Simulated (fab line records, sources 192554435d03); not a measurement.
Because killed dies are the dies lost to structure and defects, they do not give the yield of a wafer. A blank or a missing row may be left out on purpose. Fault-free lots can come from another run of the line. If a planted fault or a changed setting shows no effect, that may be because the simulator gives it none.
Lot-split experiment	flow n5_finfet	on a route of 1938 steps: 7 lots, 21 wafers read

ABOUT THE SPLIT
At N5_HKMG_FIN_PEB_10 (peb time 60 s), the setting peb_time_s was moved away from the recipe's 60 s on 7 of the 21 wafers read, by -21.2% to +18.3%. For the rest of the wafers, this setting stayed at what the recipe calls for.

BETWEEN THE SPLIT AND THE READING: the file shows 1 step in between
- N5_HKMG_FIN_DEVELOP_11: develop time 30 s

THE READING
Shown in nm: cd_nm at N5_HKMG_FIN_CD_MEAS_12, with target cd 92.8 nm. Typical for fault-free wafers on this fab line: 92.8 nm, with standard deviation 1.2 nm.

wafer	tool, chamber at the split	peb_time_s as run, s	against the recipe	cd_nm, nm	against lot-mates on the recipe
L076.3	litho_track-01, 0	70.95	+18.3%	98.4	+7.0
L076.4	litho_track-01, 0	60	recipe	92.4	-
L076.5	litho_track-01, 0	60	recipe	90.5	-
L079.1	litho_track-01, 0	56.31	-6.2%	90.9	-0.5
L079.3	litho_track-01, 0	56.31	-6.2%	91.2	-0.2
L079.5	litho_track-01, 0	60	recipe	91.4	-
L084.1	litho_track-02, 0	60	recipe	95.3	-
L084.2	litho_track-02, 0	60	recipe	93.4	-
L084.4	litho_track-02, 0	60	recipe	92.9	-
L085.2	litho_track-01, 0	60	recipe	90.4	-
L085.3	litho_track-01, 0	70.33	+17.2%	97.5	+7.1
L085.4	litho_track-01, 0	70.33	+17.2%	98.5	+8.1
L086.2	litho_track-01, 0	60	recipe	92.9	-
L086.3	litho_track-01, 0	60	recipe	93.1	-
L086.6	litho_track-01, 0	67.63	+12.7%	96.0	+3.0
L089.1	litho_track-01, 0	60	recipe	90.9	-
L089.3	litho_track-01, 0	60	recipe	92.1	-
L089.5	litho_track-01, 0	60	recipe	91.9	-
L092.1	litho_track-01, 0	60	recipe	93.4	-
L092.3	litho_track-01, 0	60	recipe	91.2	-
L092.4	litho_track-01, 0	47.26	-21.2%	83.7	-8.6

FIT RESULTS
A straight line over all 21 wafers: cd_nm changes by +0.344 nm for each +1% of peb_time_s; r = +0.93; the points scatter about the line by 1.2 nm.
The same after taking each lot's own level away (the mean of its wafers on the recipe; 21 wafers): +0.377 nm for each +1%; r = +0.95; scatter 1.1 nm.
Per that fit: largest peb_time_s move, reading shift of 8 nm.
Measured against the standard deviation above, the lots' own levels, which go from 90.40 to 93.87 nm, span 2.9 times it.
The two slopes agree, so the slope changes little with the lot-to-lot level.
Check: with one of the wafers moved furthest among these (-21.2%) left out of the fit, the line predicts -7.33 nm for it against its lot-mates. It came out at -8.6 nm against them.

OTHER SPLITS APPLIED TO THESE WAFERS
Other splits were also applied to these wafers ahead of the reading. Each is held against what the fit with the lots' levels taken away leaves over:
other split on the same wafers	wafers away from the commonest value	r with cd_nm (lot level and that fit taken away)
N5_FIN_SAQP_ALD_61 ald_cycles	6	-0.19
N5_FIN_SAQP_PECVD_47 time_s	7	-0.32
N5_FIN_CUT_COAT_19 spin_rpm	8	+0.27
N5_SD_EPI_P_PEB_07 peb_time_s	3	+0.22
N5_ILD0_ALD_15 ald_cycles	7	+0.18
N5_HKMG_FIN_COAT_06 spin_rpm	7	+0.16

THE FILE'S OWN FIT
cd_nm changes by +0.375 nm for each +1% of peb_time_s, r = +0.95.
